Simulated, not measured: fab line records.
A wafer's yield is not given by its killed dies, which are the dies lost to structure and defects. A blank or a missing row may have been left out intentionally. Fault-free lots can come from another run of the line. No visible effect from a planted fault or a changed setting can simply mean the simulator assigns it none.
Commonality check across tools || flow nand-harc || Lots sampled 2, wafers sampled 6

== REASON IT WAS OPENED ==
Flagged at NHARC_END_SORT_01: reading killed-at-array, on 2 of 2 lots. Fault-free wafers read 29, with a standard deviation of 11.
Rule: a lot is flagged when every wafer of it that has a number lies more than 4 standard deviations from that mean, or none has a number. The other lots count as sound.

{"lot": "L852", "measured": "day 23 06:09", "on": "prober-02", "killed-at-array, wafer by wafer": "672 674 676", "flag": "FLAGGED"}
{"lot": "L851", "measured": "day 23 07:44", "on": "prober-01", "killed-at-array, wafer by wafer": "674 677 674", "flag": "FLAGGED"}
On average the flagged lots' numbers are 674, which is +646 against the usual, or +59 standard deviations.

== TOOL THAT RAN EACH LOT ==
The record holds 4 process steps before the reading, out of a route of 1159 steps. In each cell: the tool, then ch and the chambers that the sampled wafers went through, then the start.
{"lot": "L852", "flag": "FLAGGED", "NHARC_A_CONTACT_ETCH_49": "rie-diel-06 ch 1,2,3, day 20 07:05 or earlier", "NHARC_A_CONTACT_ETCH_50": "rie-diel-06 ch 0,1,3, day 20 07:05", "NHARC_A_CONTACT_ETCH_114": "har-cap-etch-03 ch 0,1, day 20 08:13", "NHARC_A_CONTACT_ETCH_119": "har-cap-etch-03 ch 0,1, day 20 08:40"}
{"lot": "L851", "flag": "FLAGGED", "NHARC_A_CONTACT_ETCH_49": "rie-diel-06 ch 0,1,2, day 20 09:19 or earlier", "NHARC_A_CONTACT_ETCH_50": "rie-diel-06 ch 0,1,3, day 20 09:19", "NHARC_A_CONTACT_ETCH_114": "har-cap-etch-01 ch 0,1, day 20 10:38", "NHARC_A_CONTACT_ETCH_119": "har-cap-etch-01 ch 0,1, day 20 11:05"}
What the steps here do:
- NHARC_A_CONTACT_ETCH_49: etches the open film in N2/H2, target depth 260 nm, time 475.3 s.
- NHARC_A_CONTACT_ETCH_50: etches the open film in CF4/CHF3, target depth 84.7 nm, time 42.4 s.
- NHARC_A_CONTACT_ETCH_114: etches the open film in C4F8/O2/Ar, time 94 s, target depth 922 nm.
- NHARC_A_CONTACT_ETCH_119: etches the open film in C4F8/O2/Ar, time 94 s, target depth 922 nm.
- NHARC_END_SORT_01

== FLAGGED OVER TOTAL, TOOL BY TOOL (the gauges that took the reading come last) ==
{"step": "NHARC_A_CONTACT_ETCH_49", "tool": "rie-diel-06", "lots run": 2, "flagged": 2, "share of the flagged lots": "all", "sound lots run after its first flagged lot": 0}
{"step": "NHARC_A_CONTACT_ETCH_50", "tool": "rie-diel-06", "lots run": 2, "flagged": 2, "share of the flagged lots": "all", "sound lots run after its first flagged lot": 0}
{"step": "NHARC_A_CONTACT_ETCH_114", "tool": "har-cap-etch-01", "lots run": 1, "flagged": 1, "share of the flagged lots": "some", "sound lots run after its first flagged lot": 0}
{"step": "NHARC_A_CONTACT_ETCH_114", "tool": "har-cap-etch-03", "lots run": 1, "flagged": 1, "share of the flagged lots": "some", "sound lots run after its first flagged lot": 0}
{"step": "NHARC_A_CONTACT_ETCH_119", "tool": "har-cap-etch-01", "lots run": 1, "flagged": 1, "share of the flagged lots": "some", "sound lots run after its first flagged lot": 0}
{"step": "NHARC_A_CONTACT_ETCH_119", "tool": "har-cap-etch-03", "lots run": 1, "flagged": 1, "share of the flagged lots": "some", "sound lots run after its first flagged lot": 0}
{"step": "NHARC_END_SORT_01", "tool": "prober-01", "lots run": 1, "flagged": 1, "share of the flagged lots": "some", "sound lots run after its first flagged lot": 0}
{"step": "NHARC_END_SORT_01", "tool": "prober-02", "lots run": 1, "flagged": 1, "share of the flagged lots": "some", "sound lots run after its first flagged lot": 0}
Because NHARC_A_CONTACT_ETCH_49 lacks a start for some lots, the hours and order of its lots are taken from NHARC_A_CONTACT_ETCH_50.

== WHAT IS ALLOWED BY THE TABLE ==
Every flagged lot went through 2 rows of the table: rie-diel-06 at NHARC_A_CONTACT_ETCH_49 and rie-diel-06 at NHARC_A_CONTACT_ETCH_50.
- rie-diel-06 at NHARC_A_CONTACT_ETCH_49: 2 of its 2 lots flagged. It ran no sound lot before its first flagged lot in this sample, so the start can't be narrowed down.
- rie-diel-06 at NHARC_A_CONTACT_ETCH_50: 2 of its 2 lots flagged. It ran no sound lot before its first flagged lot in this sample, so the start can't be narrowed down.
What remains is a single tool, rie-diel-06 at NHARC_A_CONTACT_ETCH_49 and NHARC_A_CONTACT_ETCH_50.

== WHAT HAD BEEN PUT IN BY THE SIMULATOR ==
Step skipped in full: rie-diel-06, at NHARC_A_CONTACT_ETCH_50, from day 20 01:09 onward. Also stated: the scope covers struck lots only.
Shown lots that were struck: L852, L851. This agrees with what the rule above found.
